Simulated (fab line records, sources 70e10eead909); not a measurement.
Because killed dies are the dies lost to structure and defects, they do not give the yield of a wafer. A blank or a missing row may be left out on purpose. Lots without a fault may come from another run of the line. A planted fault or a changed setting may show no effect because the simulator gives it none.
fab line records -- flow nand-harc
record: lots: 14, wafers: 42, last-day: 33
route steps=1302 shown P_BONDPAD@381 A_SOURCE_PLATE@423 A_ONON_D1@432 END@1302
lots with no fault: from the same line, run without faults
start-h: hours from the record's first day to the start of the lot's first wafer shown -- wait-h: hours elapsed since this lot's preceding step -- " repeats the value in the row above -- L1.1+2: one row covering several wafers at once -- - value missing, or start not given -- * or withheld: withheld -- < > ~ a bound
route shown NAME@n: a module of which the file shows steps, and the number in the route of the first -- usual: the fault-free wafers' mean and standard deviation -- same: alike in all rows -- chamber/n: place in a boat -- sites: per-site readings -- _std_site: their standard deviation -- _edge_site: mean of outer sites minus mean of inner sites -- radius-mm: how far each site lies from the wafer's centre -- mask NAME#n: copy n -- behind: the tool/chamber that last shaped the wafer -- hold: reason for holding the lot/hours on hold/outcome of the hold -- device: which transistor (n, p or np) failed to switch -- end of line: the route-end tests of the same wafers -- step lacking rows: just its recipe -- killed: not the wafer's yield, but the dies lost to structure and defects at the first sort -- map: a wafer's dies, marking killed ones x, the rest . and places with no die _
set.NAME: the run value of the setting; set.NAME@STEP: its run value at that earlier step -- model.NAME: the simulator's own value behind a step, which no gauge read
route steps across a sampled set of lots; one table per step, one row per wafer
services: a tool's chamber out of use, with start hour (start-h, from the record's first day; less than 0 if before it), hours out, and reason
== steps ==
step: NHARC_P_BONDPAD_THK_MEAS_20
recipe: thk-meas-gauge: xrf
usual: thk-nm: 160.5/1.6
lot.wafer,tool,chamber,start-h,wait-h,thk-nm
L100.3,film-metro-01,-,145.46,-,161.9
L100.4,film-metro-01,-,145.46,-,160.1
L100.5,film-metro-01,-,145.46,-,161.1
L101.3,film-metro-01,-,160.77,-,160.6
L101.4,film-metro-01,-,160.77,-,157.8
L101.5,film-metro-01,-,160.77,-,161.4
L102.1,film-metro-02,-,162.53,-,160.3
L102.4,film-metro-02,-,162.53,-,158.7
L102.5,film-metro-02,-,162.53,-,161.6
L103.2,film-metro-02,-,179.80,-,160.0
L103.3,film-metro-02,-,179.80,-,158.8
L103.4,film-metro-02,-,179.80,-,162.0
L104.1,film-metro-01,-,187.74,-,160.0
L104.4,film-metro-01,-,187.74,-,160.3
L104.5,film-metro-01,-,187.74,-,163.0
L107.1,film-metro-01,-,221.59,-,161.7
L107.2,film-metro-01,-,221.59,-,161.7
L107.5,film-metro-01,-,221.59,-,161.1
L108.1,film-metro-01,-,225.47,-,160.1
L108.2,film-metro-01,-,225.47,-,162.9
L108.6,film-metro-01,-,225.47,-,159.9
L115.1,film-metro-02,-,297.54,-,162.1
L115.4,film-metro-02,-,297.54,-,158.6
L115.5,film-metro-02,-,297.54,-,161.5
L116.2,film-metro-01,-,302.43,-,162.1
L116.4,film-metro-01,-,302.43,-,162.6
L116.6,film-metro-01,-,302.43,-,162.0
L117.1,film-metro-02,-,318.42,-,159.7
L117.4,film-metro-02,-,318.42,-,162.4
L117.6,film-metro-02,-,318.42,-,162.6
L118.1,film-metro-01,-,325.84,-,160.2
L118.2,film-metro-01,-,325.84,-,158.1
L118.4,film-metro-01,-,325.84,-,159.7
L119.1,film-metro-02,-,338.51,-,158.8
L119.2,film-metro-02,-,338.51,-,158.4
L119.5,film-metro-02,-,338.51,-,161.4
L120.2,film-metro-01,-,360.67,-,161.4
L120.3,film-metro-01,-,360.67,-,159.1
L120.4,film-metro-01,-,360.67,-,158.4
L121.2,film-metro-01,-,363.12,-,157.7
L121.3,film-metro-01,-,363.12,-,160.1
L121.5,film-metro-01,-,363.12,-,161.4
step: NHARC_A_SOURCE_PLATE_INSPECT_08
usual: raw-defect-count: 59/26
lot.wafer,tool,chamber,start-h,wait-h,raw-defect-count
L100.3,defect-inspect-01,-,167.72,0.0,72
L100.4,defect-inspect-01,-,167.72,0.0,69
L100.5,defect-inspect-01,-,167.72,0.0,125
L102.1,defect-inspect-02,-,184.40,0.0,35
L102.4,defect-inspect-02,-,184.40,0.0,48
L102.5,defect-inspect-02,-,184.40,0.0,41
L101.3,defect-inspect-01,-,184.40,0.0,76
L101.4,defect-inspect-01,-,184.40,0.0,58
L101.5,defect-inspect-01,-,184.40,0.0,94
L103.2,defect-inspect-01,-,203.65,0.4,70
L103.3,defect-inspect-01,-,203.65,0.4,51
L103.4,defect-inspect-01,-,203.65,0.4,48
L104.1,defect-inspect-01,-,210.59,0.0,94
L104.4,defect-inspect-01,-,210.59,0.0,83
L104.5,defect-inspect-01,-,210.59,0.0,157
L107.1,defect-inspect-01,-,245.02,0.0,35
L107.2,defect-inspect-01,-,245.02,0.0,31
L107.5,defect-inspect-01,-,245.02,0.0,71
L108.1,defect-inspect-01,-,250.88,0.0,48
L108.2,defect-inspect-01,-,250.88,0.0,46
L108.6,defect-inspect-01,-,250.88,0.0,40
L115.1,defect-inspect-02,-,326.43,0.0,109
L115.4,defect-inspect-02,-,326.43,0.0,103
L115.5,defect-inspect-02,-,326.43,0.0,58
L116.2,defect-inspect-01,-,326.43,0.0,109
L116.4,defect-inspect-01,-,326.43,0.0,66
L116.6,defect-inspect-01,-,326.43,0.0,53
L117.1,defect-inspect-02,-,340.82,0.0,48
L117.4,defect-inspect-02,-,340.82,0.0,56
L117.6,defect-inspect-02,-,340.82,0.0,26
L118.1,defect-inspect-02,-,350.97,0.0,56
L118.2,defect-inspect-02,-,350.97,0.0,54
L118.4,defect-inspect-02,-,350.97,0.0,18
L119.1,defect-inspect-01,-,361.62,0.0,41
L119.2,defect-inspect-01,-,361.62,0.0,56
L119.5,defect-inspect-01,-,361.62,0.0,29
L121.2,defect-inspect-02,-,383.43,0.0,67
L121.3,defect-inspect-02,-,383.43,0.0,44
L121.5,defect-inspect-02,-,383.43,0.0,77
L120.2,defect-inspect-02,-,383.45,0.0,45
L120.3,defect-inspect-02,-,383.45,0.0,76
L120.4,defect-inspect-02,-,383.45,0.0,45
step: NHARC_A_ONON_D1_DEP_12
recipe: target-thk-a: 10000, n2-flow-sccm: 2750, n2o-flow-sccm: 2000, nh3-flow-sccm: 500, sih4-flow-sccm: 210, temp-c: 400
lot.wafer,tool,chamber,start-h,wait-h
L100.3+4+5,pecvd-onon-04,0,170.17,0.2
L102.1+4+5,pecvd-onon-04,0,186.72,0.1
L101.3+4+5,pecvd-onon-03,0,186.85,0.2
L103.2+3+4,pecvd-onon-04,0,206.05,0.1
L104.1+4+5,pecvd-onon-02,0,212.93,0.1
L107.1+2+5,pecvd-onon-02,0,247.36,0.1
L108.1+2+6,pecvd-onon-02,0,253.21,0.1
L115.1+4+5,pecvd-onon-03,0,328.75,0.1
L116.2+4+6,pecvd-onon-02,0,328.81,0.1
L117.1+4+6,pecvd-onon-02,0,343.16,0.1
L118.1+2+4,pecvd-onon-04,0,353.30,0.1
L119.1+2+5,pecvd-onon-03,0,363.98,0.1
L121.2+3+5,pecvd-onon-03,0,385.82,0.1
L120.2+3+4,pecvd-onon-04,0,386.14,0.4
step: NHARC_A_ONON_D1_THK_MEAS_14
recipe: thk-meas-gauge: ellipsometry
usual: thk-nm: 1002/8.6
lot.wafer,tool,chamber,start-h,wait-h,thk-nm
L100.3,film-metro-01,-,170.57,-,1002
L100.4,film-metro-01,-,170.57,-,1003
L100.5,film-metro-01,-,170.57,-,1004
L102.1,film-metro-01,-,187.24,-,995
L102.4,film-metro-01,-,187.24,-,993
L102.5,film-metro-01,-,187.24,-,994
L101.3,film-metro-02,-,187.24,-,998
L101.4,film-metro-02,-,187.24,-,998
L101.5,film-metro-02,-,187.24,-,998
L103.2,film-metro-02,-,206.51,-,1014
L103.3,film-metro-02,-,206.51,-,1015
L103.4,film-metro-02,-,206.51,-,1014
L104.1,film-metro-01,-,213.45,-,1006
L104.4,film-metro-01,-,213.45,-,1004
L104.5,film-metro-01,-,213.45,-,1006
L107.1,film-metro-02,-,247.87,-,284
L107.2,film-metro-02,-,247.87,-,284
L107.5,film-metro-02,-,247.87,-,283
L108.1,film-metro-02,-,253.72,-,296
L108.2,film-metro-02,-,253.72,-,298
L108.6,film-metro-02,-,253.72,-,298
L116.2,film-metro-02,-,329.26,-,994
L116.4,film-metro-02,-,329.26,-,996
L116.6,film-metro-02,-,329.26,-,993
L115.1,film-metro-01,-,329.26,-,1002
L115.4,film-metro-01,-,329.26,-,1001
L115.5,film-metro-01,-,329.26,-,1003
L117.1,film-metro-02,-,343.67,-,991
L117.4,film-metro-02,-,343.67,-,995
L117.6,film-metro-02,-,343.67,-,994
L118.1,film-metro-01,-,353.83,-,1003
L118.2,film-metro-01,-,353.83,-,1004
L118.4,film-metro-01,-,353.83,-,1003
L119.1,film-metro-01,-,364.49,-,1013
L119.2,film-metro-01,-,364.49,-,1013
L119.5,film-metro-01,-,364.49,-,1013
L121.2,film-metro-01,-,386.27,-,1006
L121.3,film-metro-01,-,386.27,-,1008
L121.5,film-metro-01,-,386.27,-,1007
L120.2,film-metro-01,-,386.59,-,982
L120.3,film-metro-01,-,386.59,-,983
L120.4,film-metro-01,-,386.59,-,983
step: NHARC_A_ONON_D1_INSPECT_32
usual: raw-defect-count: 72/27
lot.wafer,tool,chamber,start-h,wait-h,raw-defect-count
L100.3,defect-inspect-02,-,181.49,0.0,84
L100.4,defect-inspect-02,-,181.49,0.0,99
L100.5,defect-inspect-02,-,181.49,0.0,132
L102.1,defect-inspect-02,-,197.86,0.0,51
L102.4,defect-inspect-02,-,197.86,0.0,60
L102.5,defect-inspect-02,-,197.86,0.0,51
L101.3,defect-inspect-01,-,198.13,0.0,105
L101.4,defect-inspect-01,-,198.13,0.0,78
L101.5,defect-inspect-01,-,198.13,0.0,101
L103.2,defect-inspect-01,-,218.79,0.0,86
L103.3,defect-inspect-01,-,218.79,0.0,66
L103.4,defect-inspect-01,-,218.79,0.0,64
L104.1,defect-inspect-01,-,224.48,0.0,108
L104.4,defect-inspect-01,-,224.48,0.0,90
L104.5,defect-inspect-01,-,224.48,0.0,176
L107.1,defect-inspect-01,-,258.65,0.0,49
L107.2,defect-inspect-01,-,258.65,0.0,29
L107.5,defect-inspect-01,-,258.65,0.0,76
L108.1,defect-inspect-02,-,264.65,0.0,58
L108.2,defect-inspect-02,-,264.65,0.0,57
L108.6,defect-inspect-02,-,264.65,0.0,51
L116.2,defect-inspect-01,-,339.63,0.0,118
L116.4,defect-inspect-01,-,339.63,0.0,73
L116.6,defect-inspect-01,-,339.63,0.0,62
L115.1,defect-inspect-02,-,339.64,0.0,116
L115.4,defect-inspect-02,-,339.64,0.0,125
L115.5,defect-inspect-02,-,339.64,0.0,88
L117.1,defect-inspect-01,-,355.97,0.0,62
L117.4,defect-inspect-01,-,355.97,0.0,69
L117.6,defect-inspect-01,-,355.97,0.0,34
L118.1,defect-inspect-01,-,364.45,0.0,76
L118.2,defect-inspect-01,-,364.45,0.0,76
L118.4,defect-inspect-01,-,364.45,0.0,32
L119.1,defect-inspect-02,-,375.18,0.0,67
L119.2,defect-inspect-02,-,375.18,0.0,80
L119.5,defect-inspect-02,-,375.18,0.0,37
L121.2,defect-inspect-02,-,396.85,0.0,76
L121.3,defect-inspect-02,-,396.85,0.0,60
L121.5,defect-inspect-02,-,396.85,0.0,83
L120.2,defect-inspect-01,-,396.87,0.0,56
L120.3,defect-inspect-01,-,396.87,0.0,89
L120.4,defect-inspect-01,-,396.87,0.0,60
step: NHARC_END_SORT_01
recipe: temp-c: 25
usual: killed-at-array: 52/16, killed-at-other: 0.8/0.98, killed-at-periphery: 4.2/2.9, killed-dies: 57/16, killed-open: 3.3/1.9, killed-short: 2.5/1.5
same: gross-dies: 677
lot.wafer,tool,chamber,start-h,wait-h,killed-at-array,killed-at-other,killed-at-periphery,killed-dies,killed-open,killed-short
L108.1,prober-02,0,640.08,2.5,671,3,3,677,3,3
L108.2,prober-02,0,640.88,2.8,670,4,3,677,1,2
L108.6,prober-02,0,644.05,4.0,672,4,1,677,5,1
L107.1,prober-01,0,640.08,2.5,667,0,10,677,6,2
L107.2,prober-01,0,640.88,2.8,671,2,4,677,2,2
L107.5,prober-01,0,643.27,3.7,662,1,14,677,6,2
killed by level:class
L108.1 A_ONON_D1:area-dep=610 A_CHANNEL_HOLE_D2:chamber-film-flake=22 A_CHANNEL_HOLE_D1:chamber-film-flake=20 A_CHANNEL_FILL_D1:chamber-film-flake=3 A_STAIRCASE:chamber-film-flake=3 A_CONTACT:chamber-film-flake=3 THIN_TSV:chamber-film-flake=3 A_WL_FILL:chamber-film-flake=2
L107.1 A_ONON_D1:area-dep=621 A_SLIT:chamber-film-flake=17 P_CONTACT:chamber-film-flake=9 A_CHANNEL_HOLE_D2:chamber-film-flake=8 A_WL_FILL:chamber-film-flake=5 A_CHANNEL_FILL_D2:geometric-particle:open=3 A_STAIRCASE:chamber-film-flake=3 A_CONTACT:chamber-film-flake=3
L108.2 A_ONON_D1:area-dep=608 A_CHANNEL_HOLE_D1:chamber-film-flake=27 A_CHANNEL_HOLE_D2:chamber-film-flake=16 A_CHANNEL_FILL_D1:chamber-film-flake=4 A_WL_FILL:chamber-film-flake=4 THIN_TSV:chamber-film-flake=4 A_STAIRCASE:chamber-film-flake=3 P_ZERO_WELL:chamber-film-flake=2
L107.2 A_ONON_D1:area-dep=613 A_SLIT:chamber-film-flake=28 A_CHANNEL_HOLE_D2:chamber-film-flake=12 A_STAIRCASE:chamber-film-flake=5 P_CONTACT:chamber-film-flake=3 A_CHANNEL_HOLE_D1:chamber-film-flake=2 A_DECK1_JOINT:chamber-film-flake=2 A_WL_FILL:chamber-film-flake=2
L107.5 A_ONON_D1:area-dep=609 A_SLIT:chamber-film-flake=24 A_CHANNEL_HOLE_D2:chamber-film-flake=17 P_CONTACT:chamber-film-flake=10 A_STAIRCASE:chamber-film-flake=4 P_M1:geometric-particle:open=2 A_CHANNEL_FILL_D2:geometric-particle:open=2 A_CHANNEL_FILL_D1:chamber-film-flake=2
L108.6 A_ONON_D1:area-dep=622 A_CHANNEL_HOLE_D1:chamber-film-flake=19 A_CHANNEL_HOLE_D2:chamber-film-flake=16 A_STAIRCASE:chamber-film-flake=4 A_CHANNEL_FILL_D1:chamber-film-flake=3 THIN_TSV:chamber-film-flake=3 A_CONTACT:chamber-film-flake=2 P_CONTACT:geometric-particle:open=1
== services ==
tool,chamber,start-h,hours,kind
pecvd-onon-02,-,185.00,13.0,pm
pecvd-onon-03,-,227.00,13.0,pm
pecvd-onon-02,-,289.69,2.5,repair
pecvd-onon-04,-,311.32,13.0,pm
pecvd-onon-02,-,366.00,13.0,pm
== key ==
first-sign: step: NHARC_A_ONON_D1_THK_MEAS_14, reading: thk-nm, direction: down, sigmas: 83, usual: 1002, struck: 290
effect: step: NHARC_END_SORT_01, reading: killed-at-array, direction: up, sigmas: 39, usual: 52, struck: 669
more-kills-born-at: NHARC_A_ONON_D1_DEP_12@pecvd-onon-02: 3683
met-at NHARC_A_ONON_D1_DEP_12
struck-lots L107,L108
struck-wafers L107.1,L107.2,L107.5,L108.1,L108.2,L108.6
later-rows-left-out L107.1,L107.2,L107.5,L108.1,L108.2,L108.6
tester-left-out L107,L108
not-acting-at NHARC_P_BONDPAD_THK_MEAS_20,NHARC_A_SOURCE_PLATE_INSPECT_08,NHARC_A_ONON_D1_INSPECT_32
onset-between 212.93 247.36
fault: kind: process-parameter-drift, tool: pecvd-onon-02, chamber: 0, onset-h: 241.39, steps: NHARC_A_ONON_D1_DEP_12, channel: target-thk-a, offset: *, shape: step, end-h: 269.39, acts-in: *, stated: *
tester-left-out: of these lots the tester's yield and bins aren't shown, on N5 and GAA mostly nor the transistor test; their killed dies are dies lost to structure and defects alone, not to doping, threshold or leakage, so they don't give the yield
later-rows-left-out: the simulator's readings of these wafers behind a module that went badly wrong aren't trusted and aren't shown, but for the sort
